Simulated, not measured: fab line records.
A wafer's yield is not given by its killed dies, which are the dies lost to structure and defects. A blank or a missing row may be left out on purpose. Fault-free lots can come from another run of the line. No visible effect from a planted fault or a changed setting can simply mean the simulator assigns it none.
Matching of chambers || flow n5-finfet || 4 sister chambers for N5_FIN_SAQP_MANDREL2_REMOVE_60 on rie-si-05
The step chemistry HBr/Cl2/O2, target a-Si, stops on SiNx, bt time 10 s. 7 wafers are shown with their chamber, then 8 later ones without.

EACH WAFER AND ITS CHAMBER
{"wafer": "L079.1", "chamber": 3, "oes-product-au (a.u.)": 0.999}
{"wafer": "L082.4", "chamber": 1, "oes-product-au (a.u.)": 1.006}
{"wafer": "L082.6", "chamber": 3, "oes-product-au (a.u.)": 1.008}
{"wafer": "L085.2", "chamber": 2, "oes-product-au (a.u.)": 1.002}
{"wafer": "L085.4", "chamber": 1, "oes-product-au (a.u.)": 1.010}
{"wafer": "L085.6", "chamber": 2, "oes-product-au (a.u.)": 1.005}
{"wafer": "L086.1", "chamber": 0, "oes-product-au (a.u.)": 1.002}

WAFERS WITH NO CHAMBER GIVEN
{"wafer": "L086.2", "oes-product-au (a.u.)": 1.006}
{"wafer": "L086.3", "oes-product-au (a.u.)": 1.005}
{"wafer": "L087.1", "oes-product-au (a.u.)": 1.008}
{"wafer": "L087.2", "oes-product-au (a.u.)": 1.005}
{"wafer": "L087.5", "oes-product-au (a.u.)": 0.994}
{"wafer": "L090.1", "oes-product-au (a.u.)": 0.996}
{"wafer": "L090.5", "oes-product-au (a.u.)": 1.000}
{"wafer": "L090.6", "oes-product-au (a.u.)": 0.999}

WHICH CHAMBER EACH WENT THROUGH
{"wafer": "L086.2", "from the rows above": "can't be placed: 1 or 3 or 2 or 0", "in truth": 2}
{"wafer": "L086.3", "from the rows above": "can't be placed: 3 or 2 or 0 or 1", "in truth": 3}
{"wafer": "L087.1", "from the rows above": "can't be placed: 1 or 3 or 2 or 0", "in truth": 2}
{"wafer": "L087.2", "from the rows above": "can't be placed: 3 or 2 or 0 or 1", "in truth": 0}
{"wafer": "L087.5", "from the rows above": "can't be placed: 0 or 2 or 3 or 1", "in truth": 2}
{"wafer": "L090.1", "from the rows above": "can't be placed: 0 or 2 or 3 or 1", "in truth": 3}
{"wafer": "L090.5", "from the rows above": "can't be placed: 0 or 2 or 3 or 1", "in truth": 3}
{"wafer": "L090.6", "from the rows above": "can't be placed: 0 or 2 or 3 or 1", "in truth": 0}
0 of 8 placed correctly. Can't be placed from these rows: 8 (the true chamber is among the candidates in 8). 0 placed wrongly.
How it was worked out, from the rows above alone: a wafer's distance from a chamber is the root of the sum, over the readings, of the square of ((its reading less the chamber's mean) divided by the reading's scatter). If the next closest chamber is less than 2 further off than the closest, the wafer can't be placed; otherwise it belongs to the closest. The mean given for a chamber averages the wafers shown for that chamber. The scatter: the root of (the sum of the squares of (reading less its chamber's mean) over the shown wafers, divided by (wafers less chambers)).
